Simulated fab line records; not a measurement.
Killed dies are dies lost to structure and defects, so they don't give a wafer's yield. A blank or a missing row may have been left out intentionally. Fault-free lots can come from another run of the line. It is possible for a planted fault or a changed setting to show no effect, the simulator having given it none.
Matching of chambers / flow n5Finfet / N5_BEOL_M13_DESCUM_33 on rieDiel-02: 4 sister chambers
The step chemistry O2, time 7.9 s. 4 wafers are shown with their chamber, then 10 later ones without.

## WAFERS PAIRED WITH THEIR CHAMBERS
wafer=L083.5; chamber=1; drypumpMotorCurrentA (A)=5.1
wafer=L083.6; chamber=2; drypumpMotorCurrentA (A)=6.3
wafer=L082.1; chamber=3; drypumpMotorCurrentA (A)=6.4
wafer=L082.4; chamber=0; drypumpMotorCurrentA (A)=6.4

## WAFERS WITH NO CHAMBER GIVEN
wafer=L082.5; drypumpMotorCurrentA (A)=6.3
wafer=L087.1; drypumpMotorCurrentA (A)=6.4
wafer=L087.5; drypumpMotorCurrentA (A)=6.3
wafer=L087.6; drypumpMotorCurrentA (A)=5.1
wafer=L093.1; drypumpMotorCurrentA (A)=6.3
wafer=L093.2; drypumpMotorCurrentA (A)=6.4
wafer=L093.6; drypumpMotorCurrentA (A)=5.1
wafer=L090.1; drypumpMotorCurrentA (A)=5.1
wafer=L090.4; drypumpMotorCurrentA (A)=6.5
wafer=L090.5; drypumpMotorCurrentA (A)=6.4

## EACH ONE'S CHAMBER
wafer=L082.5; from the rows above=2; in truth=2
wafer=L087.1; from the rows above=can't be placed: 0 or 3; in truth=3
wafer=L087.5; from the rows above=2; in truth=2
wafer=L087.6; from the rows above=1; in truth=1
wafer=L093.1; from the rows above=2; in truth=2
wafer=L093.2; from the rows above=can't be placed: 0 or 3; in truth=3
wafer=L093.6; from the rows above=1; in truth=1
wafer=L090.1; from the rows above=1; in truth=1
wafer=L090.4; from the rows above=can't be placed: 0 or 3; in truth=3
wafer=L090.5; from the rows above=can't be placed: 0 or 3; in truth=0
Correct placement for 6 of the 10. From these rows, 4 cannot be placed; in 4 the true chamber is one of the candidates. Placed wrongly: 0.
How it was worked out, from the rows above alone: a wafer's distance from a chamber is the root of the sum, over the readings, of the square of ((its reading less the chamber's mean) divided by the reading's scatter). If the next closest chamber is less than 2 further off than the closest, the wafer can't be placed; otherwise it belongs to the closest. The mean given for a chamber averages the wafers shown for that chamber. The scatter: with one shown wafer a chamber, the root of the mean of the squares of how far each hidden wafer lies from its nearest shown one.
